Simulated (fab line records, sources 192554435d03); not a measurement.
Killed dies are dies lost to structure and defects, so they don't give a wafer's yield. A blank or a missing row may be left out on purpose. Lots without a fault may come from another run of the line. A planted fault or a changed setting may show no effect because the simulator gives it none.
fab line records | flow n5_finfet
record lots=8 wafers=22 last_day=18
route steps=1938 shown MOL_CONTACT_COAG@616 BEOL_M0_SAQP@632 BEOL_M0_CUTY@710 BEOL_M4@1111 PASSIVATION@1936
lots that met no fault: from a run of the same line without faults
start_h: hours from the record's first day to the start of the lot's first wafer shown | wait_h: hours since the lot's step before | " the same as in the row above | L1.1+2: a row that stands for several wafers | - no value, or no start given | * or withheld: withheld | < > ~ a bound
route shown NAME@n: a module of which the file shows steps, and the number in the route of the first | usual: mean/standard deviation of fault-free wafers | same: alike in all rows | chamber/n: place in a boat | sites: the reading at each site | _std_site: their standard deviation | _edge_site: outer sites' mean less inner sites' | radius_mm: how far each site lies from the wafer's centre | mask NAME#n: copy n | behind: the tool/chamber that last shaped the wafer | hold: why the lot was held/for how many hours/how that ended | device: the transistor (n, p or np) that didn't switch | end of line: the same wafers' tests at the end of the route | a step without rows: its recipe alone | killed: dies lost to structure and defects at the first sort, not the wafer's yield | map: a wafer's dies, x killed, . not, _ none there
set.NAME: the setting as run; set.NAME@STEP: as run at that earlier step | model.NAME: the simulator's own value behind a step, which no gauge read
steps of the route over a sample of lots; a table a step, a row a wafer
services: from which hour (start_h, from the record's first day; less than 0 if before it) a tool's chamber was out of use, for how many hours, and why
## steps
# step N5_MOL_CONTACT_COAG_ETCH_124
# recipe chemistry=CH3F/O2 target=SiNx target_depth_a=65 mask_material=SOC stop_on=SiOC over_etch_frac=0.3 ion_energy_ev=120 pressure_mtorr=30 source_w=395 bias_w=73 Ar_flow_sccm=150 CH3F_flow_sccm=30 O2_flow_sccm=20 ends=end_point
# usual drypump_motor_current_A=5.5/0.49 oes_ar_750_au=0.80/0.091 oes_product_au=0.68/0.08 rf_fwd_power_W=391.3/1.4 rf_vpp_V=301/5.1 showerhead_plenum_p_Torr=1.99/0.074 throttle_valve_pct=16.33/0.29
# same over_etch_frac=0.3
# columns lot.wafer tool chamber start_h wait_h drypump_motor_current_A oes_ar_750_au oes_product_au rf_fwd_power_W rf_hours_counter_h rf_vpp_V showerhead_plenum_p_Torr throttle_valve_pct
L107.2 rie_diel-02 0 123.64 0.0 5.1 0.73 0.62 395.1 198 296 1.91 16.80
L107.5 " 3 " " 5.3 0.95 0.82 392.9 - 306 2.13 16.05
L107.6 " 2 " " 5.1 0.87 0.74 392.7 - 294 1.95 16.11
L108.2 rie_diel-04 3 132.24 0.0 6.2 0.69 0.60 389.7 245 299 1.96 16.39
L108.4 " 2 " " 5.1 0.71 0.60 392.3 247 296 1.97 16.49
L108.6 " 2 " " 5.1 0.70 0.60 393.2 - 299 1.97 16.48
L109.5 rie_diel-04 0 140.80 0.0 5.0 0.69 0.59 389.8 - 300 1.96 16.50
L109.6 " 3 " " 6.2 0.69 0.59 390.5 - 299 1.96 16.39
L120.1 rie_diel-02 0 201.73 0.0 5.1 0.71 0.60 393.5 227 298 1.90 16.84
L120.2 " 1 " " 6.4 0.94 0.82 391.5 7 296 1.96 15.70
L120.6 " 3 " " 5.3 0.88 0.76 391.3 - 305 2.12 16.12
L122.1 rie_diel-03 3 211.34 0.0 5.2 0.75 0.63 391.7 162 292 2.08 16.39
L122.5 " 0 " " 6.1 0.87 0.74 390.5 - 308 1.95 16.47
L122.6 " 3 " " 5.1 0.74 0.62 392.9 - 293 2.08 16.42
L124.2 rie_diel-04 3 228.74 0.0 6.2 0.88 0.77 389.5 19 299 1.95 15.93
L124.3 " 0 " " 5.0 0.92 0.79 390.4 8 302 1.95 16.07
L124.6 " 1 " " 6.0 0.71 0.61 392.6 - 305 2.06 16.76
L125.1 rie_diel-02 3 235.36 0.0 5.3 0.87 0.74 393.8 50 304 2.12 16.13
L125.4 " 1 " " 6.4 0.91 0.79 389.3 19 298 1.96 15.71
L125.6 " 3 " " 5.3 0.87 0.75 392.7 - 304 2.12 16.16
L126.1 rie_diel-02 3 240.32 0.0 5.3 0.86 0.74 393.5 52 304 2.12 16.14
L126.4 " 2 " " 5.2 0.81 0.69 392.4 82 294 1.93 16.17
# step N5_MOL_CONTACT_COAG_CMP_52
# recipe stop_on=SiO2 t_overpolish_s=1.5 post_cmp_clean=w_dilute_nh4oh down_force_psi=4 platen_rpm=50.289 pad_velocity_m_s=1.0006 target_thk_nm=66.5
# usual motor_current_A=11.8/1.4 overpolish_run_s=1.500/0.0086 time_to_endpoint_s=12.6/2.2
# columns lot.wafer tool chamber start_h wait_h motor_current_A overpolish_run_s time_to_endpoint_s
L107.2 cmp-03 2 124.43 0.0 12.2 1.496 12.5
L107.5 " 2 " " 12.1 1.492 11.4
L107.6 " 3 " " 10.5 1.500 13.5
L108.2 cmp-04 1 133.11 0.0 12.5 1.500 14.7
L108.4 " 3 " " 12.8 1.482 9.7
L108.6 " 1 " " 12.4 1.517 12.3
L109.6 cmp-01 1 141.72 0.2 10.7 1.494 14.7
L109.5 " 2 " " 10.4 1.488 16.8
L120.2 cmp-04 3 202.63 0.1 12.2 1.502 13.8
L120.1 " 0 " " 12.5 1.508 15.8
L120.6 " 0 " " 13.2 1.520 13.4
L122.1 cmp-01 1 212.11 0.0 10.7 1.503 13.7
L122.6 " 1 " " 10.7 1.496 12.7
L122.5 " 2 " " 10.1 1.503 13.7
L124.2 cmp-03 3 230.10 0.6 10.2 1.504 15.7
L124.3 " 0 " " 10.7 1.489 15.6
L124.6 " 3 " " 10.4 1.506 16.7
L125.4 cmp-03 3 236.14 0.0 10.2 1.503 15.7
L125.1 " 1 " " 14.4 1.501 10.6
L125.6 " 0 " " 10.2 1.512 14.1
L126.1 cmp-03 1 241.17 0.1 14.8 1.506 14.5
L126.4 " 2 " " 12.7 1.486 14.4
# step N5_BEOL_M0_SAQP_PECVD_00
# recipe material=SiCN target_thk_a=80 temp_c=withheld precursor=3MS/NH3 pressure_torr=3 rf_w=202 time_s=14
# usual chamber_pressure_Torr=3.000/0.0062 rf_fwd_power_W=198.2/0.94 showerhead_plenum_p_Torr=3.667/0.011 throttle_valve_pct=9.0/0.46
# columns lot.wafer tool chamber start_h wait_h chamber_pressure_Torr rf_fwd_power_W showerhead_plenum_p_Torr throttle_valve_pct
L107.2 pecvd-03 0 128.12 0.2 3.000 199.0 3.662 8.9
L107.5 " 1 " " 2.991 199.3 3.684 9.0
L107.6 " 2 " " 3.007 198.5 3.661 8.6
L108.2 pecvd-02 2 136.79 0.2 2.994 197.9 3.660 9.1
L108.4 " 0 " " 3.007 197.4 3.676 10.2
L108.6 " 1 " " 3.010 198.4 3.679 9.1
L109.5 pecvd-03 0 145.25 0.1 2.985 197.6 3.652 9.0
L109.6 " 2 " " 2.998 197.3 3.661 8.4
L120.1 pecvd-02 0 206.49 0.2 2.998 196.4 3.667 10.3
L120.2 " 1 " " 2.995 199.0 3.681 8.7
L120.6 " 1 " " 3.001 197.9 3.678 8.9
L122.1 pecvd-03 0 215.81 0.2 2.997 198.4 3.662 9.3
L122.5 " 1 " " 3.009 199.7 3.684 8.9
L122.6 " 2 " " 3.001 198.2 3.661 8.5
L124.2 pecvd-02 2 236.54 0.2 2.990 197.6 3.662 9.3
L124.3 " 0 " " 2.994 197.1 3.672 10.4
L124.6 " 2 " " 3.004 197.5 3.659 9.0
L125.1 pecvd-02 1 239.82 0.2 3.011 198.5 3.678 9.1
L125.4 " 0 " " 2.992 197.2 3.678 10.0
L125.6 " 1 " " 2.998 198.1 3.667 8.7
L126.1 pecvd-02 0 244.78 0.2 2.995 197.2 3.671 10.1
L126.4 " 0 " " 2.994 196.3 3.675 10.0
# step N5_BEOL_M0_SAQP_PECVD_03
# recipe material=SiCN target_thk_a=120 temp_c=withheld precursor=3MS/NH3 pressure_torr=3 rf_w=202 time_s=21.1
# usual chamber_pressure_Torr=2.999/0.0065 rf_fwd_power_W=198.9/1 showerhead_plenum_p_Torr=3.665/0.012 throttle_valve_pct=9.0/0.44
# columns lot.wafer tool chamber start_h wait_h chamber_pressure_Torr rf_fwd_power_W showerhead_plenum_p_Torr throttle_valve_pct
L107.2 pecvd-04 0 130.55 0.1 2.993 200.4 3.660 8.9
L107.5 " 1 " " 2.989 197.9 3.665 8.8
L107.6 " 0 " " 3.006 200.9 3.656 9.0
L108.2 pecvd-04 2 137.78 0.1 2.994 200.2 3.647 9.4
L108.4 " 0 " " 2.999 200.3 3.655 9.0
L108.6 " 1 " " 3.000 199.1 3.642 8.8
L109.5 pecvd-02 0 145.80 0.0 3.001 197.5 3.662 10.1
L109.6 " 1 " " 2.996 198.8 3.676 8.8
L120.1 pecvd-03 1 208.12 0.1 2.992 198.5 3.694 8.7
L120.2 " 2 " " 2.989 199.1 3.660 8.8
L120.6 " 1 " " 2.996 200.0 3.695 8.6
L122.1 pecvd-04 1 217.72 0.1 2.996 199.4 3.660 8.7
L122.5 " 0 " " 3.000 199.8 3.664 9.0
L122.6 " 1 " " 3.000 199.1 3.655 8.8
L124.2 pecvd-04 0 238.92 0.1 3.006 200.9 3.666 8.5
L124.3 " 1 " " 3.005 199.5 3.658 8.8
L124.6 " 1 " " 2.995 198.3 3.660 8.6
L125.1 pecvd-03 2 240.52 0.1 2.999 198.1 3.662 8.5
L125.4 " 1 " " 2.995 200.4 3.685 8.8
L125.6 " 2 " " 2.996 198.8 3.658 8.6
L126.1 pecvd-03 1 246.12 0.1 3.012 200.3 3.683 8.8
L126.4 " 2 " " 3.003 196.9 3.662 8.5
# step N5_BEOL_M0_SAQP_INSPECT_16
# recipe mode=adi inspect_instrument=brightfield
# usual raw_defect_count=488/110
# columns lot.wafer tool chamber start_h wait_h raw_defect_count
L107.2 defect_inspect-02 - 131.30 0.0 700
L107.5 " - " " 474
L107.6 " - " " 510
L108.2 defect_inspect-02 - 138.40 0.0 435
L108.4 " - " " 262
L108.6 " - " " 582
L109.5 defect_inspect-02 - 146.54 0.0 608
L109.6 " - " " 486
L120.1 defect_inspect-02 - 208.89 0.0 483
L120.2 " - " " 742
L120.6 " - " " 646
L122.1 defect_inspect-02 - 218.46 0.0 1677
L122.5 " - " " 1773
L122.6 " - " " 1641
L124.2 defect_inspect-01 - 239.69 0.0 1927
L124.3 " - " " 2067
L124.6 " - " " 1929
L125.1 defect_inspect-01 - 241.27 0.0 452
L125.4 " - " " 716
L125.6 " - " " 442
L126.1 defect_inspect-02 - 246.87 0.0 632
L126.4 " - " " 501
# step N5_BEOL_M0_SAQP_INSPECT_42
# recipe mode=adi inspect_instrument=brightfield
# usual raw_defect_count=307/77
# columns lot.wafer tool chamber start_h wait_h raw_defect_count
L107.2 defect_inspect-02 - 135.61 0.0 596
L107.5 " - " " 348
L107.6 " - " " 256
L108.2 defect_inspect-02 - 142.35 0.0 301
L108.4 " - " " 203
L108.6 " - " " 380
L109.5 defect_inspect-01 - 151.47 0.0 421
L109.6 " - " " 350
L120.1 defect_inspect-02 - 212.69 0.1 303
L120.2 " - " " 344
L120.6 " - " " 371
L122.1 defect_inspect-01 - 222.99 0.1 1579
L122.5 " - " " 1623
L122.6 " - " " 1514
L124.2 defect_inspect-02 - 243.75 0.0 1739
L124.3 " - " " 1796
L124.6 " - " " 1910
L125.1 defect_inspect-01 - 245.34 0.1 212
L125.4 " - " " 413
L125.6 " - " " 229
L126.1 defect_inspect-01 - 250.85 0.1 399
L126.4 " - " " 271
# step N5_BEOL_M0_CUTY_INSPECT_59
# recipe mode=adi inspect_instrument=macro
# usual raw_defect_count=2.0/1.6
# columns lot.wafer tool chamber start_h wait_h raw_defect_count
L107.2 defect_inspect-01 - 136.88 0.0 5
L107.5 " - " " 3
L107.6 " - " " 2
L108.2 defect_inspect-02 - 144.18 0.0 2
L108.4 " - " " 3
L108.6 " - " " 0
L109.5 defect_inspect-01 - 153.15 0.0 4
L109.6 " - " " 0
L120.1 defect_inspect-01 - 213.95 0.0 0
L120.2 " - " " 2
L120.6 " - " " 1
L122.1 defect_inspect-02 - 224.51 0.0 >300
L122.5 " - " " >300
L122.6 " - " " >300
L124.2 defect_inspect-02 - 245.46 0.0 >300
L124.3 " - " " >300
L124.6 " - " " >300
L125.1 defect_inspect-01 - 246.94 0.0 0
L125.4 " - " " 1
L125.6 " - " " 3
L126.1 defect_inspect-01 - 252.12 0.0 2
L126.4 " - " " 2
# step N5_BEOL_M4_RC_MEAS_101
# usual DIBL_N=35.8/1.5 DIBL_P=35.9/1.8 IOFF_N=0.152/0.025 IOFF_P=0.21/0.031 ION_N=672/11 ION_P=462/7.4 SS_N=71.5/0.52 SS_P=73.2/0.54 VT_N=250/3 VT_P=-250/3.3
# columns lot.wafer tool chamber start_h wait_h DIBL_N[mV/V] DIBL_P[mV/V] IOFF_N[nA/um] IOFF_P[nA/um] ION_N[uA/um] ION_P[uA/um] SS_N[mV/dec] SS_P[mV/dec] VT_N[mV] VT_P[mV]
L107.2 prober-01 0 199.76 0.2 33.9 34.8 0.122 0.16 670 457 70.9 72.9 250 -254
L107.5 " 0 " " 34.9 35.9 0.143 0.17 674 452 70.7 73.0 251 -252
L107.6 " 0 " " 34.1 35.4 0.125 0.16 665 459 71.5 72.6 251 -256
L108.2 prober-02 0 202.37 0.2 36.1 34.1 0.143 0.20 678 465 71.3 73.3 251 -249
L108.4 " 0 " " 36.7 34.2 0.153 0.20 659 449 71.6 73.1 249 -247
L108.6 " 0 " " 36.1 35.3 0.155 0.22 664 461 70.4 73.9 248 -247
L109.5 prober-02 0 219.01 0.6 36.8 38.6 0.155 0.19 678 459 71.0 73.4 252 -252
L109.6 " 0 " " 37.5 38.5 0.170 0.20 676 463 70.9 73.9 251 -254
L120.1 prober-01 0 284.90 0.0 34.6 35.8 0.160 0.20 672 456 71.6 73.2 247 -250
L120.2 " 0 " " 36.3 37.8 0.185 0.24 692 470 71.3 73.8 245 -250
L120.6 " 0 " " 35.0 36.7 0.175 0.22 701 472 71.0 73.5 246 -250
L122.1 prober-02 0 285.84 0.0 36.3 38.6 0.179 0.24 677 463 71.6 73.8 247 -249
L122.5 " 0 " " 36.0 39.4 0.177 0.26 689 477 71.5 73.7 248 -248
L122.6 " 0 " " 35.3 37.1 0.159 0.22 683 462 71.4 73.4 251 -249
L124.2 prober-02 0 300.52 0.2 33.7 34.6 0.135 0.20 662 465 71.3 72.6 251 -249
L124.3 " 0 " " 33.9 34.2 0.133 0.19 664 455 71.8 73.0 253 -251
L124.6 " 0 " " 34.5 34.7 0.145 0.20 653 455 71.4 73.2 254 -252
L125.1 prober-01 0 303.34 0.0 36.0 35.4 0.146 0.22 676 467 71.5 73.1 251 -249
L125.4 " 0 " " 35.9 35.9 0.154 0.23 678 466 71.8 73.0 246 -248
L125.6 " 0 " " 35.4 35.1 0.144 0.21 693 468 71.3 72.4 251 -248
L126.1 prober-02 0 321.00 0.0 35.6 35.7 0.151 0.21 666 465 71.9 73.4 251 -251
L126.4 " 0 " " 35.0 34.9 0.137 0.19 675 472 71.3 72.8 256 -253
# step N5_PASSIVATION_PROBE_49
# usual defect_limited_yield=91.7/1.7 killed_at_M0_to_M3=34/10 killed_at_M4_up=13/5.1 killed_at_contacts=12/6.2 killed_at_front_end=36/12 killed_at_other=3.2/2.6 killed_dies=98/20 killed_on_rim=13/4.5 killed_open=65/13 killed_short=32/8.4 sort_bin_5_function=4.8/1.1 sort_bin_6_memory=3.2/0.74 sort_bin_8_speed=0.00/0.012 sort_n_pass=1082/20 sort_yield_pct=91.7/1.7
# same gross_dies=1180 killed_at_back_side=0 sort_bin_4_leakage[%]=0
# columns lot.wafer tool chamber start_h wait_h defect_limited_yield[%] killed_at_M0_to_M3 killed_at_M4_up killed_at_contacts killed_at_front_end killed_at_other killed_dies killed_on_rim killed_open killed_short sort_bin_5_function[%] sort_bin_6_memory[%] sort_bin_8_speed[%] sort_n_pass sort_yield_pct[%]
L122.1 prober-02 - 381.90 0.0 82.7 153 15 7 29 0 204 30 58 23 10.1 3.5 0 976 82.7
L122.5 prober-02 - 382.10 0.2 85.0 117 14 6 39 1 177 31 56 34 8.3 3.2 0 1003 85.0
L122.6 prober-02 - 382.15 0.3 81.5 142 16 12 48 0 218 35 65 38 10.4 3.4 0 962 81.5
L124.2 prober-02 - 395.45 0.1 84.8 113 22 10 34 0 179 35 71 29 7.1 4.2 0 1001 84.8
L124.3 prober-02 - 395.50 0.1 80.6 155 21 8 43 2 229 39 74 36 11.1 4.3 0 951 80.6
L124.6 prober-02 - 395.65 0.3 81.4 150 22 8 39 0 219 31 75 27 11.4 3.3 0.08 960 81.4
# killed by level:class
L122.1 BEOL_M0_SAQP:unspecified=123 BEOL_M2:geometric_particle:open=11 MOL_CONTACT_COAG:geometric_particle:open=7 BEOL_M4:geometric_particle:open=7 BEOL_M0_SAQP:geometric_particle:open=6 FIN_SAQP:geometric_particle:open=5 BEOL_M1:geometric_particle:open=5 DUMMY_GATE:geometric_particle:open=4
L122.5 BEOL_M0_SAQP:unspecified=86 BEOL_M0_SAQP:geometric_particle:open=8 DUMMY_GATE:geometric_particle:open=7 FIN_SAQP:geometric_particle:short=6 BEOL_M0_SAQP:geometric_particle:short=6 BEOL_M2:geometric_particle:open=6 BEOL_M4:geometric_particle:open=5 STARTING-WAFER:geometric_particle:short=5
L122.6 BEOL_M0_SAQP:unspecified=115 FIN_SAQP:geometric_particle:open=14 MOL_CONTACT_COAG:geometric_particle:open=8 FIN_SAQP:geometric_particle:short=7 BEOL_M1:geometric_particle:open=7 STI_FIN_REVEAL:geometric_particle:open=6 BEOL_M4:geometric_particle:open=6 BEOL_M3:geometric_particle:open=5
L124.2 BEOL_M0_SAQP:unspecified=78 BEOL_M4:geometric_particle:open=14 BEOL_M2:geometric_particle:open=13 MOL_CONTACT_COAG:geometric_particle:open=9 GATE_CUT:geometric_particle:short=6 BEOL_M3:geometric_particle:open=6 FIN_SAQP:geometric_particle:short=4 STI_FIN_REVEAL:geometric_particle:open=4
L124.3 BEOL_M0_SAQP:unspecified=118 FIN_SAQP:geometric_particle:short=13 FIN_SAQP:geometric_particle:open=11 BEOL_M2:geometric_particle:open=11 BEOL_M3:geometric_particle:open=10 BEOL_M4:geometric_particle:open=8 MOL_CONTACT_COAG:geometric_particle:open=6 BEOL_M0_SAQP:geometric_particle:open=6
L124.6 BEOL_M0_SAQP:unspecified=116 BEOL_M4:geometric_particle:open=12 BEOL_M2:geometric_particle:open=8 FIN_SAQP:geometric_particle:open=7 MOL_CONTACT_COAG:geometric_particle:open=7 FIN_SAQP:geometric_particle:short=6 STI_FIN_REVEAL:geometric_particle:open=6 BEOL_M0_SAQP:geometric_particle:short=6
## services
# columns tool chamber start_h hours kind
pecvd-02 1 105.49 26.6 repair
pecvd-03 2 107.09 2.1 scheduled_down
pecvd-02 2 120.62 4.6 repair
cmp-04 - 121.33 0.2 repair
pecvd-04 - 127.46 1.1 repair
rie_diel-03 1 129.58 13.2 repair
cmp-03 - 138.26 2.5 repair
pecvd-04 1 141.84 5.4 repair
pecvd-03 - 157.40 0.8 pm
pecvd-03 0 173.66 4.6 scheduled_down
pecvd-03 - 174.99 5.5 repair
pecvd-04 0 176.00 2.2 repair
cmp-03 - 176.83 0.3 repair
cmp-03 - 177.29 0.4 repair
cmp-04 - 193.84 4.0 pm
cmp-01 - 196.87 1.1 repair
pecvd-02 0 197.89 5.5 scheduled_down
rie_diel-03 1 204.96 8.0 repair
cmp-04 - 210.32 21.3 pm
cmp-01 - 216.71 2.7 repair
rie_diel-03 0 222.41 3.9 repair
cmp-01 - 228.63 4.0 pm
pecvd-02 - 233.00 0.7 repair
rie_diel-04 0 244.97 22.3 repair
## key
first_sign step=N5_BEOL_M0_SAQP_INSPECT_16 reading=raw_defect_count direction=up sigmas=12 usual=488 struck=1836
effect step=N5_BEOL_M0_SAQP_INSPECT_42 reading=raw_defect_count direction=up sigmas=18 usual=307 struck=1694
effect step=N5_BEOL_M0_CUTY_INSPECT_59 reading=raw_defect_count direction=up sigmas=99+ usual=2.0 struck=>300
effect step=N5_PASSIVATION_PROBE_49 reading=killed_at_M0_to_M3 direction=up sigmas=9.9 usual=34 struck=138
more_kills_born_at N5_BEOL_M0_SAQP_PECVD_03@pecvd-04=636
met_at N5_BEOL_M0_SAQP_PECVD_03
struck_lots L122,L124
not_acting_at N5_MOL_CONTACT_COAG_ETCH_124,N5_MOL_CONTACT_COAG_CMP_52,N5_BEOL_M0_SAQP_PECVD_00
onset_between 137.78 217.72
fault kind=chamber_particle_source tool=pecvd-04 chamber=- onset_h=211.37 steps=N5_BEOL_M0_SAQP_PECVD_03 rate_per_visit_cm2=2.1855 end_h=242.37
